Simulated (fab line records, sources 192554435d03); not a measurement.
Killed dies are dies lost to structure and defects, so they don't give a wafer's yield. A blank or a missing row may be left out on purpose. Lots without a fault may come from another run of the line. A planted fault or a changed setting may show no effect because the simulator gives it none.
Split-lot experiment | flow n5_finfet | 7 lots, 21 wafers read, on a route of 1938 steps

THE SPLIT
At N5_BEOL_M13_COAT_04 (resist thk 400 nm), the setting spin_rpm was moved away from the recipe's 1625 rpm on 8 of the 21 wafers read, by -9.0% to +11.0%. The other wafers ran this setting at the recipe's value.

FROM THE SPLIT TO THE READING: what the file shows between them, 7 steps
- N5_BEOL_M13_EXPOSE_07: exposes mask V12 (also split here: dose_mj)
- N5_BEOL_M13_PEB_08: peb time 90 s
- N5_BEOL_M13_DEVELOP_09: develop time 45 s
- N5_BEOL_M13_HARDBAKE_14: time 120 s
- N5_BEOL_M13_CD_MEAS_10: target cd 190 nm
- N5_BEOL_M13_DESCUM_15: chemistry O2, time 7.9 s
- N5_BEOL_M13_ETCH_59: etches BARC in N2/H2, target depth 89 nm, overetch 26.7 nm, time 67.9 s

THE READING
coat_of_BEOL_M13_COAT_04.thk_nm (the simulator's own value, which no gauge read), in nm, at N5_BEOL_M13_VIA_ETCH_16 (etches SiOC in C4F8/O2/Ar, target depth 921.7 nm). The file gives no usual value for it. The 13 wafers here that ran the recipe average 74.5 nm, standard deviation 2.2 nm.

wafer  | tool, chamber at the split | spin_rpm as run, rpm | against the recipe | coat_of_BEOL_M13_COAT_04.thk_nm, nm | against lot-mates on the recipe
L078.1 | litho_track-02, 0          | 1625                 | recipe             | 77.6                                | -
L078.2 | litho_track-02, 0          | 1625                 | recipe             | 73.6                                | -
L078.5 | litho_track-02, 0          | 1625                 | recipe             | 71.4                                | -
L081.1 | litho_track-03, 0          | 1804                 | +11.0%             | 53.2                                | -23.8
L081.2 | litho_track-03, 0          | 1804                 | +11.0%             | 53.8                                | -23.2
L081.4 | litho_track-03, 0          | 1625                 | recipe             | 77                                  | -
L080.2 | litho_track-05, 0          | 1625                 | recipe             | 76.4                                | -
L080.3 | litho_track-05, 0          | 1625                 | recipe             | 76.8                                | -
L080.4 | litho_track-05, 0          | 1625                 | recipe             | 71.6                                | -
L082.1 | litho_track-02, 0          | 1625                 | recipe             | 74.8                                | -
L082.2 | litho_track-02, 0          | 1625                 | recipe             | 77.2                                | -
L082.5 | litho_track-02, 0          | 1625                 | recipe             | 73.8                                | -
L087.2 | litho_track-02, 0          | 1696                 | +4.4%              | 64.2                                | no lot-mate on the recipe
L087.4 | litho_track-02, 0          | 1696                 | +4.4%              | 64                                  | no lot-mate on the recipe
L087.5 | litho_track-02, 0          | 1696                 | +4.4%              | 61.8                                | no lot-mate on the recipe
L089.2 | litho_track-02, 0          | 1479                 | -9.0%              | 95.2                                | +22.0
L089.3 | litho_track-02, 0          | 1479                 | -9.0%              | 87                                  | +13.8
L089.5 | litho_track-02, 0          | 1625                 | recipe             | 73.2                                | -
L094.1 | litho_track-03, 0          | 1625                 | recipe             | 71.2                                | -
L094.2 | litho_track-03, 0          | 1625                 | recipe             | 73.6                                | -
L094.6 | litho_track-03, 0          | 1746                 | +7.4%              | 52.2                                | -20.2

THE FIT
A straight line over all 21 wafers: coat_of_BEOL_M13_COAT_04.thk_nm changes by -2.04 nm for each +1% of spin_rpm; r = -0.96; the points scatter about the line by 3 nm.
The same after taking each lot's own level away (the mean of its wafers on the recipe; 18 wafers): -2.14 nm for each +1%; r = -0.98; scatter 2.5 nm.
On that fit, the largest move of spin_rpm shifts the reading by 24 nm.
The lots' own levels span 72.40 to 77.00 nm, that is 2.1 times the standard deviation above.
So the lot-to-lot level changes the slope little: the two slopes agree.
Check: with one of the wafers moved furthest among these (+11.0%) left out of the fit, the line predicts -24.1 nm for it against its lot-mates. It came out at -23.8 nm against them.

OTHER SPLITS ON THESE WAFERS
These wafers also went through other splits before the reading. Each is held against what the fit with the lots' levels taken away leaves over:
other split on the same wafers | wafers away from the commonest value | r with coat_of_BEOL_M13_COAT_04.thk_nm (lot level and that fit taken away)
N5_BEOL_M7_ETCH_41 bias_w      | 9                                    | +0.19
N5_BEOL_M8_DEP_56 time_s       | 10                                   | +0.14
N5_BEOL_M9_COAT_22 spin_rpm    | 7                                    | -0.15
N5_BEOL_M9_EXPOSE_25 dose_mj   | 9                                    | +0.17
N5_BEOL_M11_COAT_05 spin_rpm   | 9                                    | +0.14
N5_BEOL_M13_EXPOSE_07 dose_mj  | 7                                    | +0.26

THE WHOLE CHAIN: every reading that the file lists as answering this split, in the file's order
step                    | what it does                                                            | reading                                                                          | change (the file's fit)              | r (the file's)
N5_BEOL_M13_COAT_04     | resist thk 400 nm                                                       | coat_of_BEOL_M13_COAT_04.thk_nm (the simulator's own value, which no gauge read) | -1.93 nm for each +1% of the setting | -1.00
N5_BEOL_M13_ETCH_59     | etches BARC in N2/H2, target depth 89 nm, overetch 26.7 nm, time 67.9 s | coat_of_BEOL_M13_COAT_04.thk_nm (the simulator's own value, which no gauge read) | -1.96 nm for each +1% of the setting | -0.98
N5_BEOL_M13_VIA_ETCH_16 | etches SiOC in C4F8/O2/Ar, target depth 921.7 nm                        | coat_of_BEOL_M13_COAT_04.thk_nm (the simulator's own value, which no gauge read) | -2.21 nm for each +1% of the setting | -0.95
N5_BEOL_M13_STRIP_63    | strips in N2/H2                                                         | strip_time_to_endpoint_s                                                         | withheld for each +1% of the setting | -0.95

THE FILE'S OWN FIT
coat_of_BEOL_M13_COAT_04.thk_nm changes by -2.21 nm for each +1% of spin_rpm, r = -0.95.
